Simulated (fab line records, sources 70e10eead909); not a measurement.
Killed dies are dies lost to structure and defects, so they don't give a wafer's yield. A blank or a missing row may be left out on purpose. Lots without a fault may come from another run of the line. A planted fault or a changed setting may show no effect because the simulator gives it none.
fab line records | flow nand_harc | part 2 of 2: steps 5 to 6 of 6
record lots=21 wafers=63 last_day=25
route steps=1159 shown A_CONTACT@859
lots that met no fault: from a run of the same line without faults
start_h: hours from the record's first day to the start of the lot's first wafer shown | wait_h: hours since the lot's step before | " the same as in the row above | L1.1+2: a row that stands for several wafers | - no value, or no start given | * or withheld: withheld | < > ~ a bound
route shown NAME@n: a module of which the file shows steps, and the number in the route of the first | usual: mean/standard deviation of fault-free wafers | same: alike in all rows | chamber/n: place in a boat | sites: the reading at each site | _std_site: their standard deviation | _edge_site: outer sites' mean less inner sites' | radius_mm: how far each site lies from the wafer's centre | mask NAME#n: copy n | behind: the tool/chamber that last shaped the wafer | hold: why the lot was held/for how many hours/how that ended | device: the transistor (n, p or np) that didn't switch | end of line: the same wafers' tests at the end of the route | a step without rows: its recipe alone | killed: dies lost to structure and defects at the first sort, not the wafer's yield | map: a wafer's dies, x killed, . not, _ none there
set.NAME: the setting as run; set.NAME@STEP: as run at that earlier step | model.NAME: the simulator's own value behind a step, which no gauge read
steps of the route over a sample of lots; a table a step, a row a wafer
services: from which hour (start_h, from the record's first day; less than 0 if before it) a tool's chamber was out of use, for how many hours, and why
## steps
# step NHARC_A_CONTACT_ETCH_78
# recipe target_depth_a=28000 over_etch_frac=0.3 time_s=728 ion_energy_ev=150 o2_flow_sccm=400 cos_flow_sccm=20 ar_flow_sccm=0 rf_w=500 bias_w=300 chemistry=O2/COS
# usual chamber_pressure_mTorr=20.002/0.019 drypump_motor_current_A=5.9/0.43 oes_product_au=1.002/0.0082 rf_vpp_V=313.9/1.4 showerhead_plenum_p_Torr=3.10/0.082 throttle_valve_pct=28.331/0.0097
# columns lot.wafer tool chamber start_h wait_h chamber_pressure_mTorr drypump_motor_current_A oes_product_au rf_hours_counter_h rf_vpp_V showerhead_plenum_p_Torr throttle_valve_pct
L077.2 rie_diel-11 1 - - 19.980 6.6 1.009 3 313.8 3.13 28.315
L077.5 " 0 " " 19.973 6.0 0.992 - 315.0 3.11 28.339
L077.4 " 1 " " 19.990 6.6 0.995 - 313.7 3.13 28.340
L076.2 rie_diel-11 1 - - 19.971 6.6 1.008 4 313.9 3.13 28.334
L076.4 " 3 " " 20.011 6.0 1.006 - 312.9 3.05 28.324
L076.6 " 0 " " 19.969 6.0 1.000 - 314.9 3.11 28.332
L078.2 rie_diel-08 2 - - 20.016 5.5 1.015 27 314.9 3.17 28.319
L078.4 " 1 " " 20.005 6.3 1.016 36 311.4 2.93 28.333
L078.5 " 2 " " 19.987 5.5 1.005 - 314.3 3.17 28.341
L081.1 rie_diel-08 1 - - 20.012 6.2 1.016 42 311.8 2.93 28.327
L081.3 " 2 " " 19.973 5.5 1.002 35 314.1 3.17 28.358
L081.5 " 0 " " 20.011 6.3 0.975 - 315.0 3.12 28.321
L082.4 rie_diel-11 1 - - 20.029 6.6 0.994 12 313.7 3.13 28.316
L082.2 " 3 " " 19.975 6.0 1.005 12 314.7 3.04 28.336
L082.5 " 0 " " 20.017 6.0 0.991 - 314.3 3.11 28.328
L083.4 rie_diel-11 3 - - 20.030 6.0 0.991 13 313.7 3.04 28.316
L083.1 " 1 " " 20.028 6.6 1.006 13 314.6 3.13 28.324
L083.6 " 3 " " 20.025 6.0 1.000 - 314.1 3.04 28.305
L084.1 rie_diel-08 1 - - 19.953 6.3 1.012 48 309.9 2.92 28.323
L084.2 " 0 " " 20.003 6.3 0.993 46 313.0 3.12 28.326
L084.5 " 2 " " 20.023 5.6 1.004 - 315.8 3.17 28.328
L079.1 rie_diel-11 3 - - 20.049 6.0 1.009 14 313.7 3.04 28.340
L079.2 " 1 " " 19.989 6.6 0.996 14 314.8 3.13 28.346
L079.6 " 3 " " 19.984 6.0 1.005 - 312.0 3.04 28.325
L086.4 rie_diel-08 3 - - 19.999 5.8 1.004 47 314.3 3.05 28.333
L086.2 " 0 " " 19.988 6.3 1.001 47 314.5 3.12 28.335
L086.1 " 2 " " 20.017 5.5 1.007 42 313.7 3.17 28.325
L088.1 rie_diel-13 2 - - 20.030 5.7 1.006 57 315.2 3.21 28.325
L088.3 " 3 " " 20.001 5.7 0.994 55 312.6 3.03 28.299
L088.4 " 0 " " 20.004 5.4 0.988 - 311.2 2.96 28.340
L085.1 rie_diel-11 0 - - 19.984 6.0 0.999 15 313.6 3.11 28.332
L085.3 " 3 " " 20.002 6.0 0.995 17 312.7 3.04 28.337
L085.6 " 0 " " 20.028 6.0 1.003 - 314.2 3.11 28.331
L087.2 rie_diel-11 3 - - 20.011 6.0 1.001 18 313.5 3.04 28.337
L087.4 " 1 " " 20.011 6.6 1.002 17 314.0 3.13 28.327
L087.3 " 2 " " 19.982 5.3 1.004 12 315.1 3.23 28.334
L089.2 rie_diel-13 3 - - 20.011 5.6 1.007 0 312.5 3.02 28.327
L089.4 " 0 " " 20.022 5.5 0.982 0 311.1 2.95 28.325
L089.5 " 1 " " 20.025 5.2 1.002 - 313.6 3.03 28.341
L090.2 rie_diel-11 1 - - 20.011 6.6 1.019 21 313.4 3.13 28.352
L090.4 " 2 " " 19.979 5.3 1.007 16 316.0 3.23 28.317
L090.5 " 0 " " 20.007 6.0 0.995 - 312.9 3.11 28.347
L091.1 rie_diel-11 3 - - 20.024 6.0 1.007 23 312.2 3.04 28.335
L091.4 " 1 " " 20.007 6.6 1.000 22 315.9 3.12 28.319
L091.5 " 0 " " 19.988 6.0 0.999 - 313.8 3.10 28.329
L092.1 rie_diel-11 1 - - 20.017 6.6 1.012 23 314.6 3.12 28.347
L092.3 " 3 " " 20.024 6.0 0.999 24 313.5 3.04 28.330
L092.5 " 1 " " 20.031 6.6 1.010 - 313.5 3.12 28.339
L093.3 rie_diel-11 0 - - 19.987 6.0 1.005 24 315.1 3.10 28.329
L093.1 " 1 " " 20.010 6.6 1.004 25 315.5 3.12 28.353
L093.4 " 2 " " 19.998 5.3 1.008 20 315.9 3.23 28.325
L095.4 rie_diel-11 1 - - 19.982 6.6 1.001 26 313.3 3.12 28.336
L095.2 " 3 " " 19.985 6.0 0.994 28 313.6 3.04 28.317
L095.6 " 1 " " 20.029 6.6 0.993 - 315.8 3.12 28.327
L094.1 rie_diel-13 2 - - 20.008 5.6 1.013 12 316.2 3.20 28.334
L094.2 " 3 " " 19.961 5.6 1.013 10 313.3 3.02 28.327
L094.5 " 1 " " 19.999 5.2 1.002 - 314.6 3.03 28.328
L096.3 rie_diel-08 1 - - 19.985 6.2 1.004 3 312.2 2.91 28.333
L096.2 " 2 " " 20.013 5.5 0.997 3 313.6 3.15 28.334
L096.1 " 0 " " 20.027 6.3 0.982 3 313.7 3.11 28.328
L097.2 rie_diel-11 2 - - 19.996 5.3 1.002 28 315.1 3.22 28.340
L097.4 " 0 " " 20.015 6.0 0.995 32 314.5 3.10 28.341
L097.6 " 3 " " 19.986 6.0 1.001 - 313.1 3.03 28.335
# step NHARC_A_CONTACT_DEP_84
# recipe target_thk_a=20000 temp_c=400 material=aC
# usual throttle_valve_pct=35.000/0.0088
# columns lot.wafer tool chamber start_h wait_h throttle_valve_pct
L077.2 acl_dep-02 0 394.14 - 35.001
L077.4 " 0 " " 35.007
L077.5 " 0 " " 35.001
L076.2 acl_dep-01 0 394.60 - 34.993
L076.4 " 0 " " 34.998
L076.6 " 0 " " 34.994
L078.2 acl_dep-01 0 406.56 - 35.003
L078.4 " 0 " " 35.024
L078.5 " 0 " " 35.001
L081.1 acl_dep-02 0 425.35 - 34.989
L081.3 " 0 " " 35.006
L081.5 " 0 " " 35.009
L083.1 acl_dep-02 0 436.05 - 35.004
L083.4 " 0 " " 35.008
L083.6 " 0 " " 34.995
L082.2 acl_dep-01 0 436.21 - 34.997
L082.4 " 0 " " 34.988
L082.5 " 0 " " 35.005
L084.1 acl_dep-02 0 441.24 - 35.009
L084.2 " 0 " " 34.998
L084.5 " 0 " " 35.000
L079.1 acl_dep-01 0 441.74 - 34.994
L079.2 " 0 " " 35.007
L079.6 " 0 " " 35.008
L086.1 acl_dep-02 0 444.84 - 34.994
L086.2 " 0 " " 35.000
L086.4 " 0 " " 34.984
L088.1 acl_dep-01 0 445.37 - 34.994
L088.3 " 0 " " 34.998
L088.4 " 0 " " 35.015
L085.1 acl_dep-03 0 453.46 - 34.992
L085.3 " 0 " " 34.990
L085.6 " 0 " " 34.982
L087.2 acl_dep-03 0 454.92 - 35.009
L087.3 " 0 " " 35.004
L087.4 " 0 " " 35.008
L089.2 acl_dep-01 0 468.88 - 34.995
L089.4 " 0 " " 35.007
L089.5 " 0 " " 35.012
L090.2 acl_dep-02 0 476.10 - 34.980
L090.4 " 0 " " 34.997
L090.5 " 0 " " 35.022
L091.1 acl_dep-03 0 479.69 - 34.993
L091.4 " 0 " " 34.985
L091.5 " 0 " " 35.005
L092.1 acl_dep-02 0 481.07 - 34.997
L092.3 " 0 " " 35.005
L092.5 " 0 " " 34.995
L093.1 acl_dep-03 0 489.59 - 35.002
L093.3 " 0 " " 34.988
L093.4 " 0 " " 35.009
L095.2 acl_dep-02 0 491.84 - 35.004
L095.4 " 0 " " 35.010
L095.6 " 0 " " 34.991
L094.1 acl_dep-02 0 492.88 - 35.000
L094.2 " 0 " " 34.990
L094.5 " 0 " " 34.998
L096.1 acl_dep-03 0 507.82 - 34.992
L096.2 " 0 " " 34.995
L096.3 " 0 " " 34.991
L097.2 acl_dep-01 0 540.71 - 35.012
L097.4 " 0 " " 34.987
L097.6 " 0 " " 35.004
## services
# columns tool chamber start_h hours kind
rie_diel-11 - 366.63 9.0 pm
rie_diel-11 0 366.63 9.0 vent_cycle
rie_diel-11 1 366.63 9.0 vent_cycle
rie_diel-11 2 366.63 9.0 vent_cycle
rie_diel-11 3 366.63 9.0 vent_cycle
rie_diel-11 0 375.63 - clean
rie_diel-11 1 375.63 - clean
rie_diel-11 2 375.63 - clean
rie_diel-11 3 375.63 - clean
rie_diel-11 2 386.94 17.8 repair
rie_diel-11 0 400.22 - clean
rie_diel-11 1 400.22 - clean
rie_diel-11 3 400.22 - clean
acl_dep-03 - 406.40 13.0 pm
rie_diel-13 3 406.65 3.8 repair
rie_diel-08 1 406.89 2.9 repair
rie_diel-11 0 424.72 - clean
rie_diel-13 1 434.77 22.8 repair
rie_diel-11 0 437.48 8.0 repair
rie_diel-13 - 453.66 9.0 pm
acl_dep-01 - 475.61 13.0 pm
rie_diel-08 - 478.84 9.0 pm
rie_diel-13 0 490.67 14.3 repair
acl_dep-02 - 535.63 13.0 pm
